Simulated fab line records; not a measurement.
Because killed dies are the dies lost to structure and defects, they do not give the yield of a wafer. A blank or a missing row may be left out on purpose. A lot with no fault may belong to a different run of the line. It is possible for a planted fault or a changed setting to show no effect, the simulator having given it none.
fab line records ; flow nand_harc
record: lots: 6; wafers: 18; last_day: 33
route steps=1302 shown A_ONON_D1@449 A_CHANNEL_HOLE_D1@450
lots that met no fault: taken from a fault-free run of the same line
start_h: hours from the record's first day to the start of the lot's first wafer shown ; wait_h: time in hours since the lot's previous step ; " the same as in the row above ; L1.1+2: one row covering several wafers at once ; - either no value or no given start ; * or withheld: withheld ; < > ~ a bound
route shown NAME@n: NAME is a module with steps in the file, n the number in the route of the first one ; usual: mean and standard deviation over wafers with no fault ; same: alike in all rows ; chamber/n: place in a boat ; sites: readings site by site ; _std_site: standard deviation across them ; _edge_site: outer sites' mean less inner sites' ; radius_mm: how far each site lies from the wafer's centre ; mask NAME#n: copy n ; behind: tool/chamber where the wafer was last shaped ; hold: why the lot went on hold/how many hours it stayed there/how the hold came to an end ; device: the n, p or np transistor that did not switch ; end of line: the route-end tests of the same wafers ; a step with no rows: only its recipe ; killed: dies lost to structure and defects at the first sort, not the wafer's yield ; map: a wafer's dies, marking killed ones x, the rest . and places with no die _
set.NAME: setting as actually run; set.NAME@STEP: the setting as run at that earlier step ; model.NAME: the simulator's own value behind a step, which no gauge read
lots at selected steps of the route; one table per step, one row per wafer
services: the hour from which a tool's chamber was out of use, counted from the record's first day as start_h (under 0 if before that day), plus the number of hours and why
== steps ==
step: NHARC_A_ONON_D1_INSPECT_32
usual: raw_defect_count: 75/29
lot.wafer;tool;chamber;start_h;wait_h;raw_defect_count
L665.1;defect_inspect-02;-;181.74;0.0;93
L665.3;defect_inspect-02;-;181.74;0.0;57
L665.5;defect_inspect-02;-;181.74;0.0;57
L667.4;defect_inspect-02;-;190.67;0.0;35
L667.5;defect_inspect-02;-;190.67;0.0;76
L667.6;defect_inspect-02;-;190.67;0.0;61
L674.1;defect_inspect-02;-;269.33;0.0;81
L674.5;defect_inspect-02;-;269.33;0.0;36
L674.6;defect_inspect-02;-;269.33;0.0;39
L675.3;defect_inspect-02;-;269.41;0.0;40
L675.4;defect_inspect-02;-;269.41;0.0;50
L675.5;defect_inspect-02;-;269.41;0.0;39
L686.2;defect_inspect-02;-;380.64;0.0;54
L686.3;defect_inspect-02;-;380.64;0.0;71
L686.5;defect_inspect-02;-;380.64;0.0;97
L687.2;defect_inspect-02;-;400.02;0.0;86
L687.3;defect_inspect-02;-;400.02;0.0;143
L687.4;defect_inspect-02;-;400.02;0.0;100
step: NHARC_A_CHANNEL_HOLE_D1_DEP_00
recipe: target_thk_a: 31000; temp_c: 400; material: aC
usual: throttle_valve_pct: 35.000/0.0093
lot.wafer;tool;chamber;start_h;wait_h;throttle_valve_pct
L665.1;acl_dep-01;0;183.45;1.7;35.005
L665.3;acl_dep-01;0;183.45;1.7;34.987
L665.5;acl_dep-01;0;183.45;1.7;34.990
L667.4;acl_dep-03;0;192.09;1.4;35.009
L667.5;acl_dep-03;0;192.09;1.4;35.006
L667.6;acl_dep-03;0;192.09;1.4;34.988
L674.1;acl_dep-01;0;269.71;0.4;35.017
L674.5;acl_dep-01;0;270.99;1.7;35.012
L674.6;acl_dep-01;0;270.99;1.7;35.002
L675.3;acl_dep-03;0;270.49;1.1;35.007
L675.4;acl_dep-03;0;270.49;1.1;35.003
L675.5;acl_dep-03;0;270.49;1.1;35.001
L686.2;acl_dep-03;0;383.97;3.3;35.005
L686.3;acl_dep-03;0;383.97;3.3;35.008
L686.5;acl_dep-03;0;383.97;3.3;34.995
L687.2;acl_dep-02;0;400.41;0.4;34.995
L687.3;acl_dep-02;0;400.41;0.4;35.007
L687.4;acl_dep-02;0;400.41;0.4;35.009
step: NHARC_A_CHANNEL_HOLE_D1_DEP_01
recipe: target_thk_a: 1400; target_thk_nm: 140; temp_c: 400; pressure_torr: 3.5; flow_sccm: 200; rf_w: 350; material: SiON
usual: heater_power_w: 738/66
lot.wafer;tool;chamber;start_h;wait_h;heater_power_w
L665.3;pecvd-04;0;185.47;1.1;757
L665.1;pecvd-04;1;185.47;1.1;748
L665.5;pecvd-04;0;185.47;1.1;765
L667.4;pecvd-02;1;193.17;0.8;835
L667.6;pecvd-02;2;193.17;0.8;796
L667.5;pecvd-02;0;193.17;0.8;682
L674.1;pecvd-03;2;271.65;1.6;733
L674.5;pecvd-03;0;271.65;1.6;742
L674.6;pecvd-03;1;271.65;1.6;688
L675.3;pecvd-02;1;271.80;1.0;799
L675.4;pecvd-02;0;271.80;1.0;740
L675.5;pecvd-02;1;271.80;1.0;784
L686.3;pecvd-02;1;385.62;1.0;714
L686.2;pecvd-02;2;385.62;1.0;785
L686.5;pecvd-02;1;385.62;1.0;696
L687.3;pecvd-03;2;402.06;1.0;700
L687.2;pecvd-03;0;402.06;1.0;764
L687.4;pecvd-03;1;402.06;1.0;723
step: NHARC_A_CHANNEL_HOLE_D1_DEHYDRATE_02
recipe: temp_c: 150; time_s: 120
step: NHARC_A_CHANNEL_HOLE_D1_HMDS_03
recipe: time_s: 30
step: NHARC_A_CHANNEL_HOLE_D1_COAT_36
recipe: temp_c: 260; time_s: 75
step: NHARC_A_CHANNEL_HOLE_D1_COAT_37
recipe: temp_c: 225; time_s: 65
step: NHARC_A_CHANNEL_HOLE_D1_COAT_04
recipe: spin_rpm: 1500; resist_thk_nm: 90
step: NHARC_A_CHANNEL_HOLE_D1_SOFTBAKE_05
recipe: temp_c: 105; time_s: 55
step: NHARC_A_CHANNEL_HOLE_D1_EBR_06
step: NHARC_A_CHANNEL_HOLE_D1_EXPOSE_07
recipe: na: 1.35; target_cd_nm: 100; sigma_outer: 0.3; dose_mj: 59.65; mask_id: HOLE_D1
step: NHARC_A_CHANNEL_HOLE_D1_PEB_08
recipe: peb_temp_c: 100; peb_time_s: 65
usual: chill_plate_temp_C: 22.99/0.11; exhaust_pa: 45.1/0.83; plate_temp_C: 99.98/0.13
lot.wafer;tool;chamber;start_h;wait_h;chill_plate_temp_C;exhaust_pa;plate_temp_C
L665.1;litho_track-04;0;185.95;0.1;22.88;45.0;99.70
L665.3;litho_track-04;0;185.95;0.1;23.03;44.8;99.84
L665.5;litho_track-04;0;185.95;0.1;22.89;46.5;99.67
L667.4;litho_track-01;0;193.60;0.0;23.08;46.2;99.97
L667.5;litho_track-01;0;193.60;0.0;23.08;44.8;99.89
L667.6;litho_track-01;0;193.60;0.0;23.10;45.8;100.14
L674.1;litho_track-01;-;272.17;0.1;-;-;-
L674.5;litho_track-01;-;272.17;0.1;-;-;-
L674.6;litho_track-01;-;272.17;0.1;-;-;-
L675.3;litho_track-06;-;272.41;0.0;-;-;-
L675.4;litho_track-06;-;272.41;0.0;-;-;-
L675.5;litho_track-06;-;272.41;0.0;-;-;-
L686.2;litho_track-01;0;386.23;0.1;23.02;45.2;99.99
L686.3;litho_track-01;0;386.23;0.1;23.02;46.0;100.05
L686.5;litho_track-01;0;386.23;0.1;23.08;46.1;100.15
L687.2;litho_track-01;0;402.68;0.1;23.03;45.1;99.87
L687.3;litho_track-01;0;402.68;0.1;22.93;43.7;99.93
L687.4;litho_track-01;0;402.68;0.1;22.91;44.5;99.92
step: NHARC_A_CHANNEL_HOLE_D1_DEVELOP_09
recipe: develop_time_s: 35; dev_temp_c: 23
== services ==
tool;chamber;start_h;hours;kind
pecvd-04;2;173.13;5.0;repair
litho_track-06;-;179.00;7.0;pm
pecvd-03;-;185.24;13.0;pm
acl_dep-01;-;188.81;13.0;pm
litho_track-04;-;203.00;7.0;pm
pecvd-02;-;206.69;0.9;repair
pecvd-04;-;207.83;0.7;repair
pecvd-03;-;216.61;0.9;repair
pecvd-02;-;227.10;13.0;pm
pecvd-02;0;227.10;13.0;vent_cycle
pecvd-02;1;227.10;13.0;vent_cycle
pecvd-02;2;227.10;13.0;vent_cycle
pecvd-02;0;240.10;-;clean
acl_dep-02;-;244.91;13.0;pm
pecvd-02;2;246.04;5.0;repair
pecvd-04;-;269.00;13.0;pm
pecvd-02;2;294.41;2.9;repair
pecvd-04;0;305.44;6.8;repair
acl_dep-03;-;306.85;13.0;pm
litho_track-01;-;330.00;7.0;pm
litho_track-06;-;354.00;7.0;pm
pecvd-03;-;366.25;13.0;pm
acl_dep-01;-;371.07;13.0;pm
litho_track-04;-;378.00;7.0;pm
== key ==
first_sign: step: NHARC_A_CHANNEL_HOLE_D1_PEB_08; reading: tool_record; direction: missing
effect none on later readings
met_at NHARC_A_CHANNEL_HOLE_D1_PEB_08
struck_wafers L674.1,L674.5,L674.6,L675.3,L675.4,L675.5
later_rows_left_out L674.1,L674.5,L674.6,L675.3,L675.4,L675.5
sort_left_out L674.1,L674.5,L674.6,L675.3,L675.4,L675.5
tester_left_out L674,L675
onset_between 193.60 272.17
fault: kind: skipped_step_whole; tool: litho_track-01,litho_track-06; chamber: -; onset_h: 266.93; steps: NHARC_A_CHANNEL_HOLE_D1_PEB_08; scope: struck_lots_only
tester_left_out: of these lots the tester's yield and bins aren't shown, on N5 and GAA mostly nor the transistor test; their killed dies are dies lost to structure and defects alone, not to doping, threshold or leakage, so they don't give the yield
sort_left_out: the simulated sort isn't trusted on such a fault, so these wafers' sort isn't shown, and their yield isn't known
later_rows_left_out: the simulator's readings of these wafers behind a module that went badly wrong aren't trusted and aren't shown, but for the sort
